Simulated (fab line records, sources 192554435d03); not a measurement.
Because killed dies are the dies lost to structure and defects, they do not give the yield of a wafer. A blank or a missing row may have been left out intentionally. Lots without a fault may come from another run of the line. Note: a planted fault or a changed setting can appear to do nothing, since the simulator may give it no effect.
Split-lot trial -- flow n5_finfet -- 21 wafers read from 7 lots, route of 1938 steps

== SPLIT DETAILS ==
At N5_BEOL_M1_DESCUM_33 (chemistry O2, time 7 s), the setting time_s was moved away from the recipe's 7 s on 7 of the 21 wafers read, by -20.7% to +21.1%. The other wafers ran this setting at the recipe's value.

Split to reading: the file shows no intervening step.

== THE READING ==
CAR-EUV_of_BEOL_M1_COAT_22.thk_nm (the simulator's own value, which no gauge read), in nm, at N5_BEOL_M1_ETCH_77 (etches underlayer in N2/H2, target depth 6.5 nm, time 5.2 s). No usual value for it is given in the file. The 14 wafers here that ran the recipe average 20.4 nm, standard deviation 0.11 nm.

wafer,"tool, chamber at the split","time_s as run, s",against the recipe,"CAR-EUV_of_BEOL_M1_COAT_22.thk_nm, nm",against lot-mates on the recipe
L074.1,"rie_diel-06, 2,0",7,recipe,20.4,-
L074.6,"rie_diel-06, 2,0",7,recipe,20.4,-
L074.3,"rie_diel-06, 0",8.474,+21.1%,19.6,-0.8
L078.3,"rie_diel-06, 0",6.056,-13.5%,20.8,+0.5
L078.4,"rie_diel-06, 2,0",7,recipe,20.2,-
L078.6,"rie_diel-06, 2,0",7,recipe,20.4,-
L081.1,"rie_diel-02, 2,0",7,recipe,20.4,-
L081.4,"rie_diel-02, 1",8.422,+20.3%,19.6,-0.7
L081.6,"rie_diel-02, 2,0",7,recipe,20.2,-
L084.2,"rie_diel-05, 0,3",5.552,-20.7%,21,+0.6
L084.3,"rie_diel-05, 0,3",5.552,-20.7%,21.2,+0.8
L084.5,"rie_diel-05, 0",7,recipe,20.4,-
L087.4,"rie_diel-06, 0",7,recipe,20.6,-
L087.5,"rie_diel-06, 3",7,recipe,20.4,-
L087.6,"rie_diel-06, 0",7,recipe,20.4,-
L093.1,"rie_diel-06, 1",7,recipe,20.2,-
L093.2,"rie_diel-06, 0",7,recipe,20.4,-
L093.6,"rie_diel-06, 0",7,recipe,20.4,-
L092.3,"rie_diel-05, 0",8.122,+16.0%,19.6,-0.6
L092.5,"rie_diel-05, 0",8.122,+16.0%,19.8,-0.4
L092.6,"rie_diel-05, 1",7,recipe,20.2,-
Where a row lists several chambers, the file gives one row for several wafers and doesn't say which wafer went through which chamber.

THE FIT
A straight line over all 21 wafers: CAR-EUV_of_BEOL_M1_COAT_22.thk_nm changes by -0.0369 nm for each +1% of time_s; r = -0.97; the points scatter about the line by 0.11 nm.
The same after taking each lot's own level away (the mean of its wafers on the recipe; 21 wafers): -0.0344 nm for each +1%; r = -0.98; scatter 0.088 nm.
That fit puts the effect of the largest move of time_s on the reading at 0.72 nm.
The lots' own levels span 20.20 to 20.47 nm, that is 2.4 times the standard deviation above.
Hence the lot-to-lot level has little effect on the slope; both slopes agree.
Check: for one of the wafers moved furthest among these (+21.1%), held out of the fit, the line's prediction against its lot-mates is -0.701 nm. Against them it came out at -0.8 nm.

== THESE WAFERS: OTHER SPLITS ==
Before the reading, these wafers also passed through other splits. Each is held against what the fit with the lots' levels taken away leaves over:
other split on the same wafers,wafers away from the commonest value,r with CAR-EUV_of_BEOL_M1_COAT_22.thk_nm (lot level and that fit taken away)
N5_SDB_EXPOSE_08 dose_mj,7,+0.16
N5_HKMG_FIN_ALD_72 ald_cycles,10,-0.23
N5_MOL_CONTACT_COAG_COAT_76 spin_rpm,7,+0.05
N5_MOL_CONTACT_COAG_ALD_133 ald_cycles,7,+0.02
N5_MOL_CONTACT_COAG_VIA_ETCH_117 bias_w,5,+0.27
N5_BEOL_M0_SAQP_SPACER2_ALD_26 target_thk_a,9,+0.02
N5_BEOL_M0_SAQP_COAT_87 temp_c,7,-0.09

== THE WHOLE CHAIN: every reading that the file lists as answering this split, in the file's order ==
step,what it does,reading,change (the file's fit),r (the file's)
N5_BEOL_M1_DESCUM_33,"chemistry O2, time 7 s","CAR-EUV_of_BEOL_M1_COAT_22.thk_nm (the simulator's own value, which no gauge read)",-0.0343 nm for each +1% of the setting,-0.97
N5_BEOL_M1_ETCH_77,"etches underlayer in N2/H2, target depth 6.5 nm, time 5.2 s","CAR-EUV_of_BEOL_M1_COAT_22.thk_nm (the simulator's own value, which no gauge read)",-0.035 nm for each +1% of the setting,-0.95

== THE FILE'S OWN FIT ==
CAR-EUV_of_BEOL_M1_COAT_22.thk_nm changes by -0.035 nm for each +1% of time_s, r = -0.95.
